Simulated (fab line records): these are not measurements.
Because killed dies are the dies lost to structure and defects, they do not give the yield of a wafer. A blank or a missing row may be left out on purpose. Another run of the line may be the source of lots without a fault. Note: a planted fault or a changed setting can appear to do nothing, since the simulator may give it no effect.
fab line records | flow nand-harc | part 1 of 2: steps 1 to 4 of 6
[record] lots = 23 | wafers = 69 | last-day = 33
route steps=1302 shown A_STAIRCASE@719
lots that met no fault: from a run of the same line without faults
start-h: hours from the record's first day to the start of the lot's first wafer shown | wait-h: time in hours since the lot's previous step | " repeats the value in the row above | L1.1+2: several wafers, shown together as one row | - no value, or no start given | * or withheld: withheld | < > ~ a bound
route shown NAME@n: NAME is a module with steps in the file, n the number in the route of the first one | usual: mean/standard deviation of fault-free wafers | same: alike in all rows | chamber/n: place in a boat | sites: per-site readings | _std_site: standard deviation of those values | _edge_site: outer sites' mean less inner sites' | radius-mm: how far each site lies from the wafer's centre | mask NAME#n: copy n | behind: the most recent tool/chamber to have shaped the wafer | hold: why the lot went on hold/how many hours it stayed there/how the hold came to an end | device: names the non-switching transistor (n, p or np) | end of line: the tests these same wafers got at the end of their route | where a step has no rows: the recipe by itself | killed: the dies lost at the first sort to structure and to defects; this is not the yield of the wafer | map: a wafer's dies, marking killed ones x, the rest . and places with no die _
set.NAME: the run value of the setting; set.NAME@STEP: its run value at that earlier step | model.NAME: the simulator's own value behind a step, which no gauge read
steps of the route over a sample of lots; a table a step, a row a wafer
services: the hour from which a tool's chamber was out of use, counted from the record's first day as start-h (under 0 if before that day), plus the number of hours and why
[[steps]]
[step NHARC_A_STAIRCASE_STRIP_205]
[recipe] power-w = 1500 | temp-c = 250 | chemistry = O2
[usual] drypump-motor-current-A = 5.6/0.37 | heater-power-w = 341/31 | rf-refl-power-W = 14/5
lot.wafer | tool            | chamber | start-h | wait-h | drypump-motor-current-A | heater-power-w | rf-hours-counter-h | rf-refl-power-W
L074.1    | plasma-asher-01 | 0       | 359.73  | 0.1    | 6.2                     | 387            | 2                  | -
L074.4    | "               | 1       | "       | "      | 5.6                     | 297            | -                  | -
L074.5    | "               | 0       | "       | "      | 6.2                     | 388            | -                  | -
L075.1    | plasma-asher-02 | 0       | 365.23  | 0.1    | 5.7                     | 352            | 27                 | 10
L075.4    | "               | 0       | "       | "      | 5.7                     | 355            | -                  | 10
L075.5    | "               | 0       | "       | "      | 5.7                     | 348            | -                  | 10
L078.2    | plasma-asher-01 | 1       | 394.21  | 0.1    | 5.6                     | 300            | 8                  | 9
L078.3    | "               | 1       | "       | "      | 5.5                     | 305            | -                  | 9
L078.4    | "               | 0       | "       | "      | 6.2                     | 387            | -                  | 13
L076.1    | plasma-asher-02 | 0       | 394.43  | 0.1    | 5.7                     | 344            | 31                 | -
L076.3    | "               | 1       | "       | "      | 5.2                     | 340            | -                  | -
L076.5    | "               | 1       | "       | "      | 5.2                     | 340            | -                  | -
L077.1    | plasma-asher-02 | 1       | 397.54  | 0.1    | 5.2                     | 354            | 32                 | 21
L077.4    | "               | 0       | "       | "      | 5.7                     | 344            | -                  | 9
L077.3    | "               | 1       | "       | "      | 5.2                     | 340            | -                  | 21
L079.1    | plasma-asher-02 | 0       | 405.16  | 0.1    | 5.7                     | 355            | 35                 | 10
L079.4    | "               | 0       | "       | "      | 5.6                     | 352            | -                  | 10
L079.6    | "               | 0       | "       | "      | 5.7                     | 342            | -                  | 11
L081.2    | plasma-asher-01 | 0       | 416.78  | 0.1    | 6.2                     | 383            | 13                 | 14
L081.3    | "               | 0       | "       | "      | 6.2                     | 380            | -                  | 13
L081.6    | "               | 0       | "       | "      | 6.2                     | 383            | -                  | 13
L080.2    | plasma-asher-01 | 0       | 417.30  | 0.1    | 6.2                     | 388            | 13                 | -
L080.4    | "               | 1       | "       | "      | 5.6                     | 301            | -                  | -
L080.6    | "               | 1       | "       | "      | 5.6                     | 297            | -                  | -
L084.1    | plasma-asher-01 | 1       | 443.13  | 0.1    | 5.5                     | 297            | 18                 | 10
L084.2    | "               | 0       | "       | "      | 6.2                     | 392            | 18                 | 13
L084.6    | "               | 0       | "       | "      | 6.2                     | 381            | -                  | 13
L082.2    | plasma-asher-01 | 1       | 448.45  | 0.1    | 5.6                     | 294            | 19                 | 10
L082.6    | "               | 0       | "       | "      | 6.2                     | 393            | -                  | 13
L082.5    | "               | 1       | "       | "      | 5.5                     | 297            | -                  | 9
L083.2    | plasma-asher-02 | 1       | 449.16  | 0.2    | 5.2                     | 332            | 4                  | -
L083.3    | "               | 0       | "       | "      | 5.7                     | 357            | -                  | -
L083.4    | "               | 1       | "       | "      | 5.2                     | 328            | -                  | -
L086.2    | plasma-asher-01 | 1       | 483.91  | 0.1    | 5.6                     | 296            | 24                 | -
L086.4    | "               | 1       | "       | "      | 5.6                     | 296            | -                  | -
L086.6    | "               | 1       | "       | "      | 5.6                     | 296            | -                  | -
L085.1    | plasma-asher-01 | 1       | 485.67  | 0.1    | 5.5                     | 300            | 25                 | -
L085.3    | "               | 1       | "       | "      | 5.6                     | 298            | -                  | -
L085.6    | "               | 1       | "       | "      | 5.6                     | 292            | -                  | -
L087.2    | plasma-asher-02 | 0       | 494.65  | 0.1    | 5.6                     | 355            | 13                 | 10
L087.4    | "               | 0       | "       | "      | 5.6                     | 359            | -                  | 9
L087.5    | "               | 1       | "       | "      | 5.2                     | 335            | -                  | 22
L088.2    | plasma-asher-01 | 1       | 503.54  | 0.1    | 5.5                     | 297            | 29                 | 10
L088.3    | "               | 0       | "       | "      | 6.2                     | 382            | -                  | 13
L088.5    | "               | 0       | "       | "      | 6.3                     | 382            | -                  | 13
L089.2    | plasma-asher-02 | 0       | 508.77  | 0.1    | 5.7                     | 351            | 17                 | 10
L089.4    | "               | 1       | "       | "      | 5.2                     | 331            | -                  | 21
L089.3    | "               | 0       | "       | "      | 5.7                     | 347            | -                  | 10
L091.2    | plasma-asher-02 | 1       | 518.43  | 0.1    | 5.2                     | 334            | 19                 | 22
L091.3    | "               | 1       | "       | "      | 5.2                     | 322            | -                  | 22
L091.6    | "               | 1       | "       | "      | 5.2                     | 321            | -                  | 21
L090.2    | plasma-asher-02 | 1       | 523.60  | 0.1    | 5.2                     | 333            | 20                 | 21
L090.3    | "               | 0       | "       | "      | 5.7                     | 360            | -                  | 10
L090.6    | "               | 1       | "       | "      | 5.2                     | 336            | -                  | 20
L093.1    | plasma-asher-01 | 0       | 534.67  | 0.1    | 6.3                     | 386            | 2                  | 14
L093.4    | "               | 1       | "       | "      | 5.5                     | 289            | -                  | 9
L093.5    | "               | 0       | "       | "      | 6.2                     | 388            | -                  | 13
L094.4    | plasma-asher-01 | 0       | 565.34  | 0.2    | 6.3                     | 374            | -                  | 13
L094.6    | "               | 1       | "       | "      | 5.6                     | 291            | -                  | 10
L094.5    | "               | 0       | "       | "      | 6.3                     | 386            | -                  | 13
L095.2    | plasma-asher-02 | 0       | 565.74  | 0.1    | 5.7                     | 351            | 29                 | 10
L095.1    | "               | 1       | "       | "      | 5.2                     | 328            | 29                 | 21
L095.3    | "               | 0       | "       | "      | 5.6                     | 355            | -                  | 10
L096.2    | plasma-asher-02 | 1       | 574.28  | 0.1    | 5.2                     | 335            | 32                 | -
L096.1    | "               | 0       | "       | "      | 5.7                     | 362            | 32                 | -
L096.6    | "               | 0       | "       | "      | 5.7                     | 354            | -                  | -
L097.1    | plasma-asher-02 | 1       | 589.37  | 0.1    | 5.2                     | 322            | 34                 | -
L097.3    | "               | 0       | "       | "      | 5.7                     | 365            | -                  | -
L097.5    | "               | 1       | "       | "      | 5.2                     | 333            | -                  | -
[step NHARC_A_STAIRCASE_DESCUM_252]
[recipe] time-s = 3 | o2-flow-sccm = 200 | ar-flow-sccm = 0 | bias-power-w = 0 | chemistry = O2
[usual] drypump-motor-current-A = 5.8/0.49 | oes-product-au = 1.000/0.0091 | rf-vpp-V = 57.9/0.79 | showerhead-plenum-p-Torr = 1.89/0.053 | throttle-valve-pct = 11.313/0.0094
lot.wafer | tool        | chamber | start-h | wait-h | drypump-motor-current-A | oes-product-au | rf-hours-counter-h | rf-vpp-V | showerhead-plenum-p-Torr | throttle-valve-pct
L074.4    | rie-diel-06 | 1       | 365.34  | -      | 6.0                     | 1.026          | 15                 | 57.0     | 1.81                     | 11.326
L074.1    | "           | 3       | "       | "      | 5.3                     | 1.000          | 17                 | 56.5     | 1.89                     | 11.309
L074.5    | "           | 1       | "       | "      | 6.0                     | 1.018          | -                  | 58.3     | 1.81                     | 11.308
L075.4    | rie-diel-12 | 3       | 370.45  | -      | 6.0                     | 0.997          | 30                 | 58.2     | 1.94                     | 11.310
L075.1    | "           | 1       | "       | "      | 5.9                     | 0.990          | 29                 | 58.2     | 1.90                     | 11.315
L075.5    | "           | 0       | "       | "      | 6.1                     | 0.993          | -                  | 57.7     | 1.87                     | 11.298
L078.3    | rie-diel-12 | 3       | 399.69  | -      | 6.0                     | 0.994          | 37                 | 58.3     | 1.94                     | 11.310
L078.2    | "           | 0       | "       | "      | 6.1                     | 0.992          | 38                 | 56.2     | 1.86                     | 11.307
L078.4    | "           | 0       | "       | "      | 6.1                     | 0.995          | -                  | 57.6     | 1.86                     | 11.306
L076.3    | rie-diel-12 | 0       | 399.97  | -      | 6.1                     | 0.997          | 38                 | 56.8     | 1.86                     | 11.311
L076.1    | "           | 1       | "       | "      | 5.8                     | 0.992          | 38                 | 58.3     | 1.90                     | 11.311
L076.5    | "           | 3       | "       | "      | 6.0                     | 0.987          | -                  | 57.7     | 1.94                     | 11.296
L077.1    | rie-diel-12 | 3       | 402.77  | -      | 6.0                     | 1.000          | 38                 | 58.4     | 1.94                     | 11.324
L077.3    | "           | 0       | "       | "      | 6.1                     | 0.996          | 39                 | 57.0     | 1.86                     | 11.304
L077.4    | "           | 1       | "       | "      | 5.9                     | 1.000          | 38                 | 58.0     | 1.90                     | 11.304
L079.4    | rie-diel-12 | 0       | 410.96  | -      | 6.1                     | 0.993          | 42                 | 57.7     | 1.86                     | 11.314
L079.1    | "           | 1       | "       | "      | 5.9                     | 1.002          | 41                 | 58.5     | 1.90                     | 11.324
L079.6    | "           | 3       | "       | "      | 6.0                     | 0.998          | -                  | 57.7     | 1.94                     | 11.314
L081.2    | rie-diel-12 | 1       | 422.51  | -      | 5.9                     | 0.993          | 49                 | 58.7     | 1.90                     | 11.308
L081.3    | "           | 2       | "       | "      | 5.8                     | 0.989          | 49                 | 57.7     | 1.91                     | 11.308
L081.6    | "           | 2       | "       | "      | 5.8                     | 0.993          | -                  | 57.2     | 1.91                     | 11.309
L080.4    | rie-diel-12 | 1       | 423.00  | -      | 5.9                     | 0.980          | 49                 | 58.1     | 1.90                     | 11.317
L080.2    | "           | 3       | "       | "      | 6.0                     | 0.989          | 48                 | 56.6     | 1.94                     | 11.317
L080.6    | "           | 2       | "       | "      | 5.7                     | 0.982          | -                  | 58.3     | 1.91                     | 11.321
L084.2    | rie-diel-06 | 1       | 448.33  | -      | 6.0                     | 1.016          | 48                 | 57.4     | 1.80                     | 11.313
L084.1    | "           | 3       | "       | "      | 5.3                     | 1.001          | 44                 | 58.4     | 1.88                     | 11.318
L084.6    | "           | 1       | "       | "      | 6.0                     | 1.012          | -                  | 56.8     | 1.80                     | 11.307
L082.2    | rie-diel-06 | 2       | 453.54  | -      | 4.6                     | 1.001          | 42                 | 58.0     | 1.94                     | 11.304
L082.6    | "           | 1       | "       | "      | 6.0                     | 1.010          | -                  | 59.5     | 1.80                     | 11.332
L082.5    | "           | 2       | "       | "      | 4.6                     | 1.013          | -                  | 60.0     | 1.94                     | 11.301
L083.4    | rie-diel-06 | 1       | 454.77  | -      | 6.0                     | 1.014          | 49                 | 56.2     | 1.80                     | 11.313
L083.2    | "           | 2       | "       | "      | 4.6                     | 1.007          | 42                 | 59.0     | 1.94                     | 11.313
L083.3    | "           | 3       | "       | "      | 5.3                     | 1.001          | 45                 | 57.2     | 1.88                     | 11.320
L086.4    | rie-diel-10 | 1       | 489.02  | -      | 6.5                     | 0.994          | 19                 | 58.8     | 1.89                     | 11.306
L086.2    | "           | 2       | "       | "      | 5.9                     | 0.988          | 21                 | 58.5     | 1.98                     | 11.314
L086.6    | "           | 0       | "       | "      | 5.7                     | 1.005          | -                  | 57.6     | 1.78                     | 11.300
L085.1    | rie-diel-10 | 2       | 491.01  | -      | 6.0                     | 0.995          | 22                 | 58.5     | 1.98                     | 11.307
L085.3    | "           | 3       | "       | "      | 5.0                     | 0.996          | 21                 | 57.7     | 1.94                     | 11.309
L085.6    | "           | 2       | "       | "      | 5.9                     | 0.986          | -                  | 58.9     | 1.98                     | 11.323
L087.2    | rie-diel-10 | 2       | 500.14  | -      | 6.0                     | 0.984          | 24                 | 59.0     | 1.98                     | 11.308
L087.4    | "           | 0       | "       | "      | 5.6                     | 1.002          | 21                 | 57.2     | 1.78                     | 11.315
L087.5    | "           | 2       | "       | "      | 5.9                     | 0.991          | -                  | 58.4     | 1.98                     | 11.326
L088.3    | rie-diel-06 | 2       | 508.64  | -      | 4.6                     | 1.004          | 4                  | 57.9     | 1.93                     | 11.278
L088.2    | "           | 3       | "       | "      | 5.3                     | 1.005          | 4                  | 58.9     | 1.87                     | 11.315
L088.5    | "           | 1       | "       | "      | 6.0                     | 1.006          | -                  | 56.8     | 1.80                     | 11.317
L089.2    | rie-diel-12 | 0       | 513.93  | -      | 6.1                     | 1.010          | 20                 | 59.1     | 1.85                     | 11.311
L089.3    | "           | 1       | "       | "      | 5.9                     | 1.005          | 20                 | 57.6     | 1.89                     | 11.302
L089.4    | "           | 2       | "       | "      | 5.7                     | 0.993          | 19                 | 59.4     | 1.90                     | 11.324
L091.3    | rie-diel-06 | 2       | 525.35  | -      | 4.6                     | 1.009          | 11                 | 56.7     | 1.93                     | 11.321
L091.2    | "           | 3       | "       | "      | 5.3                     | 1.009          | 10                 | 57.4     | 1.87                     | 11.306
L091.6    | "           | 3       | "       | "      | 5.3                     | 1.010          | -                  | 56.7     | 1.87                     | 11.317
L090.3    | rie-diel-10 | 2       | 529.19  | -      | 6.0                     | 0.991          | 39                 | 57.1     | 1.97                     | 11.310
L090.2    | "           | 3       | "       | "      | 5.0                     | 0.998          | 36                 | 58.0     | 1.94                     | 11.316
L090.6    | "           | 3       | "       | "      | 5.0                     | 0.999          | -                  | 57.2     | 1.94                     | 11.319
L093.4    | rie-diel-10 | 3       | 540.15  | -      | 5.0                     | 1.004          | 39                 | 59.5     | 1.93                     | 11.312
L093.1    | "           | 0       | "       | "      | 5.7                     | 1.001          | 34                 | 57.0     | 1.77                     | 11.312
L093.5    | "           | 1       | "       | "      | 6.5                     | 0.999          | -                  | 57.7     | 1.89                     | 11.314
L094.4    | rie-diel-10 | 0       | 571.03  | -      | 5.6                     | 1.005          | 43                 | 57.3     | 1.77                     | 11.322
L094.5    | "           | 0       | "       | "      | 5.6                     | 1.014          | -                  | 57.1     | 1.77                     | 11.319
L094.6    | "           | 1       | "       | "      | 6.5                     | 1.002          | -                  | 57.9     | 1.88                     | 11.313
L095.2    | rie-diel-12 | 3       | 571.58  | -      | 6.0                     | 1.004          | 36                 | 59.0     | 1.92                     | 11.305
L095.1    | "           | 1       | "       | "      | 5.8                     | 0.999          | 37                 | 58.0     | 1.88                     | 11.321
L095.3    | "           | 2       | "       | "      | 5.7                     | 0.998          | 37                 | 57.3     | 1.90                     | 11.306
L096.1    | rie-diel-06 | 0       | 580.27  | -      | 6.4                     | 1.005          | 32                 | 57.7     | 1.93                     | 11.318
L096.2    | "           | 1       | "       | "      | 6.0                     | 1.008          | 32                 | 57.2     | 1.79                     | 11.312
L096.6    | "           | 3       | "       | "      | 5.3                     | 1.015          | -                  | 57.4     | 1.86                     | 11.301
L097.1    | rie-diel-12 | 1       | 594.75  | -      | 5.9                     | 0.998          | 44                 | 57.4     | 1.88                     | 11.308
L097.3    | "           | 2       | "       | "      | 5.7                     | 0.989          | 45                 | 58.6     | 1.89                     | 11.302
L097.5    | "           | 3       | "       | "      | 6.0                     | 1.006          | -                  | 57.5     | 1.92                     | 11.298
[step NHARC_A_STAIRCASE_HM_DEP_456]
[recipe] target-thk-a = 31000 | temp-c = 400 | material = aC
[usual] throttle-valve-pct = 35.000/0.0084
lot.wafer | tool       | chamber | start-h | wait-h | throttle-valve-pct
L074.1    | acl-dep-01 | 0       | 366.33  | -      | 34.999
L074.4    | "          | 0       | "       | "      | 34.989
L074.5    | "          | 0       | "       | "      | 34.991
L075.1    | acl-dep-02 | 0       | 378.76  | -      | 35.003
L075.4    | "          | 0       | "       | "      | 34.991
L075.5    | "          | 0       | "       | "      | 35.003
L078.2    | acl-dep-01 | 0       | 403.68  | -      | 34.989
L078.3    | "          | 0       | "       | "      | 35.005
L078.4    | "          | 0       | "       | "      | 34.991
L076.1    | acl-dep-01 | 0       | 405.23  | -      | 35.003
L076.3    | "          | 0       | "       | "      | 35.008
L076.5    | "          | 0       | "       | "      | 34.994
L077.1    | acl-dep-01 | 0       | 408.80  | -      | 35.005
L077.3    | "          | 0       | "       | "      | 34.995
L077.4    | "          | 0       | "       | "      | 35.011
L079.1    | acl-dep-03 | 0       | 414.39  | -      | 34.992
L079.4    | "          | 0       | "       | "      | 34.998
L079.6    | "          | 0       | "       | "      | 35.004
L081.2    | acl-dep-02 | 0       | 423.82  | -      | 34.981
L081.3    | "          | 0       | "       | "      | 35.006
L081.6    | "          | 0       | "       | "      | 34.998
L080.2    | acl-dep-03 | 0       | 425.63  | -      | 34.990
L080.4    | "          | 0       | "       | "      | 35.002
L080.6    | "          | 0       | "       | "      | 35.001
L084.1    | acl-dep-01 | 0       | 451.60  | -      | 34.984
L084.2    | "          | 0       | "       | "      | 35.005
L084.6    | "          | 0       | 453.17  | -      | 34.986
L082.2    | acl-dep-03 | 0       | 454.83  | -      | 35.006
L082.5    | "          | 0       | "       | "      | 34.992
L082.6    | "          | 0       | "       | "      | 35.011
L083.2    | acl-dep-02 | 0       | 456.88  | -      | 34.993
L083.3    | "          | 0       | "       | "      | 34.999
L083.4    | "          | 0       | "       | "      | 35.008
L085.1    | acl-dep-02 | 0       | 492.76  | -      | 35.001
L085.3    | "          | 0       | "       | "      | 34.993
L085.6    | "          | 0       | "       | "      | 35.020
L086.2    | acl-dep-01 | 0       | 493.03  | -      | 34.999
L086.4    | "          | 0       | "       | "      | 35.005
L086.6    | "          | 0       | "       | "      | 35.004
L087.2    | acl-dep-01 | 0       | 504.47  | -      | 35.007
L087.4    | "          | 0       | "       | "      | 34.994
L087.5    | "          | 0       | "       | "      | 34.996
L088.2    | acl-dep-02 | 0       | 510.13  | -      | 34.997
L088.3    | "          | 0       | "       | "      | 34.996
L088.5    | "          | 0       | "       | "      | 35.012
L089.2    | acl-dep-02 | 0       | 515.22  | -      | 35.004
L089.3    | "          | 0       | "       | "      | 35.003
L089.4    | "          | 0       | "       | "      | 34.994
L091.2    | acl-dep-03 | 0       | 527.00  | -      | 34.988
L091.3    | "          | 0       | "       | "      | 34.996
L091.6    | "          | 0       | "       | "      | 35.005
L090.2    | acl-dep-01 | 0       | 532.80  | -      | 35.019
L090.3    | "          | 0       | "       | "      | 35.007
L090.6    | "          | 0       | "       | "      | 35.015
L093.1    | acl-dep-01 | 0       | 543.55  | -      | 34.999
L093.4    | "          | 0       | "       | "      | 35.000
L093.5    | "          | 0       | "       | "      | 35.012
L094.4    | acl-dep-01 | 0       | 575.60  | -      | 34.998
L094.5    | "          | 0       | "       | "      | 34.997
L094.6    | "          | 0       | "       | "      | 34.989
L095.1    | acl-dep-02 | 0       | 576.01  | -      | 34.985
L095.2    | "          | 0       | "       | "      | 35.011
L095.3    | "          | 0       | "       | "      | 35.010
L096.1    | acl-dep-03 | 0       | 581.24  | -      | 34.999
L096.2    | "          | 0       | "       | "      | 34.990
L096.6    | "          | 0       | 582.79  | -      | 35.006
L097.1    | acl-dep-03 | 0       | 596.56  | -      | 34.996
L097.3    | "          | 0       | "       | "      | 35.018
L097.5    | "          | 0       | "       | "      | 35.001
[step NHARC_A_STAIRCASE_HM_OPEN_457]
[recipe] o2-flow-sccm = 400 | cos-flow-sccm = 20 | ar-flow-sccm = 0 | rf-w = 500 | bias-w = 300 | chemistry = O2/COS
[usual] drypump-motor-current-A = 5.7/0.52 | oes-product-au = 1.001/0.0094 | rf-vpp-V = 466.5/2.2 | showerhead-plenum-p-Torr = 3.09/0.092 | throttle-valve-pct = 28.330/0.0085
lot.wafer | tool        | chamber | start-h | wait-h | drypump-motor-current-A | oes-product-au | rf-hours-counter-h | rf-vpp-V | showerhead-plenum-p-Torr | throttle-valve-pct
L074.4    | rie-diel-06 | 1       | -       | -      | 6.0                     | 1.023          | 15                 | 464.7    | 2.97                     | 28.335
L074.1    | "           | 3       | "       | "      | 5.4                     | 1.006          | 17                 | 465.9    | 3.08                     | 28.326
L074.5    | "           | 1       | "       | "      | 6.0                     | 1.016          | -                  | 463.9    | 2.97                     | 28.335
L075.4    | rie-diel-10 | 2       | -       | -      | 5.9                     | 1.002          | 49                 | 471.0    | 3.24                     | 28.336
L075.1    | "           | 1       | "       | "      | 6.5                     | 1.005          | 48                 | 467.3    | 3.11                     | 28.328
L075.5    | "           | 3       | "       | "      | 5.0                     | 1.008          | -                  | 469.1    | 3.18                     | 28.330
L078.3    | rie-diel-12 | 2       | -       | -      | 5.8                     | 0.986          | 37                 | 466.6    | 3.12                     | 28.325
L078.4    | "           | 3       | "       | "      | 6.0                     | 0.988          | 38                 | 467.8    | 3.16                     | 28.325
L078.2    | "           | 0       | "       | "      | 6.1                     | 0.985          | 39                 | 465.4    | 3.04                     | 28.328
L076.3    | rie-diel-10 | 1       | -       | -      | 6.5                     | 0.999          | 58                 | 465.3    | 3.10                     | 28.329
L076.1    | "           | 2       | "       | "      | 5.9                     | 0.991          | 58                 | 469.4    | 3.24                     | 28.324
L076.5    | "           | 0       | "       | "      | 5.6                     | 1.008          | -                  | 463.7    | 2.92                     | 28.322
L077.1    | rie-diel-06 | 3       | 411.91  | 0.2    | 5.4                     | 1.003          | 34                 | 466.6    | 3.07                     | 28.336
L077.3    | "           | 3       | "       | "      | 5.3                     | 0.997          | -                  | 465.8    | 3.07                     | 28.331
L077.4    | "           | 1       | "       | "      | 6.0                     | 1.010          | -                  | 463.5    | 2.96                     | 28.334
L079.4    | rie-diel-10 | 3       | -       | -      | 5.0                     | 1.001          | 66                 | 467.5    | 3.18                     | 28.324
L079.1    | "           | 1       | "       | "      | 6.5                     | 1.016          | 64                 | 465.8    | 3.10                     | 28.363
L079.6    | "           | 2       | "       | "      | 5.9                     | 0.996          | -                  | 469.1    | 3.23                     | 28.327
L081.2    | rie-diel-06 | 2       | 426.56  | 0.1    | 4.6                     | 1.012          | 32                 | 467.5    | 3.16                     | 28.337
L081.3    | "           | 2       | "       | "      | 4.6                     | 1.002          | -                  | 468.7    | 3.16                     | 28.333
L081.6    | "           | 1       | "       | "      | 6.0                     | 1.013          | -                  | 462.2    | 2.95                     | 28.331
L080.4    | rie-diel-12 | 1       | -       | -      | 5.9                     | 0.990          | 49                 | 468.8    | 3.10                     | 28.319
L080.2    | "           | 3       | "       | "      | 6.0                     | 0.991          | 49                 | 468.0    | 3.16                     | 28.330
L080.6    | "           | 1       | "       | "      | 5.9                     | 0.991          | -                  | 467.0    | 3.09                     | 28.329
L084.1    | rie-diel-10 | 3       | -       | -      | 5.0                     | 0.993          | 7                  | 468.1    | 3.17                     | 28.338
L084.2    | "           | 1       | "       | "      | 6.5                     | 0.994          | 7                  | 466.9    | 3.10                     | 28.331
L084.6    | "           | 3       | "       | "      | 5.0                     | 0.998          | -                  | 467.4    | 3.17                     | 28.314
L082.2    | rie-diel-12 | 0       | -       | -      | 6.1                     | 1.001          | 0                  | 466.1    | 3.04                     | 28.328
L082.6    | "           | 2       | "       | "      | 5.8                     | 0.996          | -                  | 465.7    | 3.11                     | 28.348
L082.5    | "           | 3       | "       | "      | 6.0                     | 1.004          | -                  | 466.7    | 3.15                     | 28.328
L083.2    | rie-diel-10 | 3       | -       | -      | 5.0                     | 0.999          | 9                  | 469.7    | 3.17                     | 28.323
L083.4    | "           | 1       | "       | "      | 6.5                     | 0.994          | 8                  | 467.3    | 3.10                     | 28.323
L083.3    | "           | 2       | "       | "      | 5.9                     | 0.994          | 8                  | 469.9    | 3.23                     | 28.328
L086.4    | rie-diel-12 | 2       | -       | -      | 5.8                     | 0.990          | 14                 | 466.9    | 3.11                     | 28.328
L086.2    | "           | 1       | "       | "      | 5.9                     | 0.999          | 15                 | 465.0    | 3.08                     | 28.319
L086.6    | "           | 3       | "       | "      | 6.0                     | 1.007          | -                  | 467.1    | 3.15                     | 28.335
L085.3    | rie-diel-06 | 3       | -       | -      | 5.3                     | 1.020          | 0                  | 467.1    | 3.06                     | 28.317
L085.1    | "           | 2       | "       | "      | 4.6                     | 1.005          | 0                  | 467.1    | 3.15                     | 28.327
L085.6    | "           | 3       | "       | "      | 5.3                     | 1.006          | -                  | 465.9    | 3.06                     | 28.328
L087.2    | rie-diel-10 | 2       | -       | -      | 5.9                     | 0.989          | 26                 | 469.6    | 3.22                     | 28.331
L087.4    | "           | 1       | "       | "      | 6.5                     | 0.992          | 23                 | 465.5    | 3.09                     | 28.330
L087.5    | "           | 2       | "       | "      | 6.0                     | 0.986          | -                  | 468.1    | 3.22                     | 28.321
L088.3    | rie-diel-06 | 0       | -       | -      | 6.4                     | 1.013          | 5                  | 467.7    | 3.16                     | 28.338
L088.2    | "           | 1       | "       | "      | 6.0                     | 1.008          | 6                  | 462.5    | 2.94                     | 28.335
L088.5    | "           | 2       | "       | "      | 4.7                     | 1.000          | -                  | 466.1    | 3.15                     | 28.328
L089.2    | rie-diel-10 | 2       | -       | -      | 5.9                     | 0.990          | 32                 | 469.1    | 3.21                     | 28.333
L089.3    | "           | 3       | "       | "      | 5.0                     | 1.002          | 29                 | 467.0    | 3.16                     | 28.337
L089.4    | "           | 0       | "       | "      | 5.7                     | 0.998          | 26                 | 462.8    | 2.91                     | 28.311
L091.2    | rie-diel-06 | 0       | -       | -      | 6.3                     | 1.005          | 11                 | 468.9    | 3.16                     | 28.334
L091.3    | "           | 2       | "       | "      | 4.6                     | 1.005          | 13                 | 470.6    | 3.15                     | 28.331
L091.6    | "           | 0       | "       | "      | 6.4                     | 1.012          | -                  | 469.7    | 3.16                     | 28.315
L090.3    | rie-diel-10 | 2       | -       | -      | 5.9                     | 0.991          | 41                 | 468.5    | 3.21                     | 28.341
L090.2    | "           | 0       | "       | "      | 5.6                     | 1.001          | 32                 | 463.9    | 2.90                     | 28.331
L090.6    | "           | 2       | "       | "      | 6.0                     | 0.992          | -                  | 468.8    | 3.21                     | 28.336
L093.1    | rie-diel-12 | 1       | -       | -      | 5.9                     | 0.985          | 28                 | 465.9    | 3.08                     | 28.331
L093.4    | "           | 3       | "       | "      | 6.0                     | 0.994          | 29                 | 467.3    | 3.14                     | 28.326
L093.5    | "           | 1       | "       | "      | 5.9                     | 1.004          | -                  | 467.1    | 3.08                     | 28.335
L094.4    | rie-diel-06 | 3       | -       | -      | 5.3                     | 1.010          | 31                 | 464.9    | 3.05                     | 28.314
L094.5    | "           | 2       | "       | "      | 4.6                     | 0.999          | -                  | 467.9    | 3.14                     | 28.327
L094.6    | "           | 3       | "       | "      | 5.3                     | 1.009          | -                  | 465.1    | 3.05                     | 28.335
L095.1    | rie-diel-10 | 2       | -       | -      | 5.9                     | 0.989          | 55                 | 468.0    | 3.20                     | 28.325
L095.2    | "           | 3       | "       | "      | 5.0                     | 0.997          | 49                 | 468.2    | 3.15                     | 28.329
L095.3    | "           | 0       | "       | "      | 5.7                     | 1.002          | 45                 | 461.6    | 2.90                     | 28.327
L096.2    | rie-diel-12 | 1       | -       | -      | 5.9                     | 0.985          | 40                 | 464.9    | 3.07                     | 28.337
L096.1    | "           | 2       | "       | "      | 5.8                     | 0.993          | 39                 | 466.8    | 3.09                     | 28.336
L096.6    | "           | 0       | "       | "      | 6.1                     | 1.002          | -                  | 463.8    | 3.02                     | 28.322
L097.3    | rie-diel-12 | 0       | -       | -      | 6.1                     | 0.995          | 48                 | 464.8    | 3.01                     | 28.333
L097.1    | "           | 3       | "       | "      | 6.0                     | 1.007          | 49                 | 466.5    | 3.13                     | 28.342
L097.5    | "           | 1       | "       | "      | 5.9                     | 0.998          | -                  | 467.7    | 3.07                     | 28.342
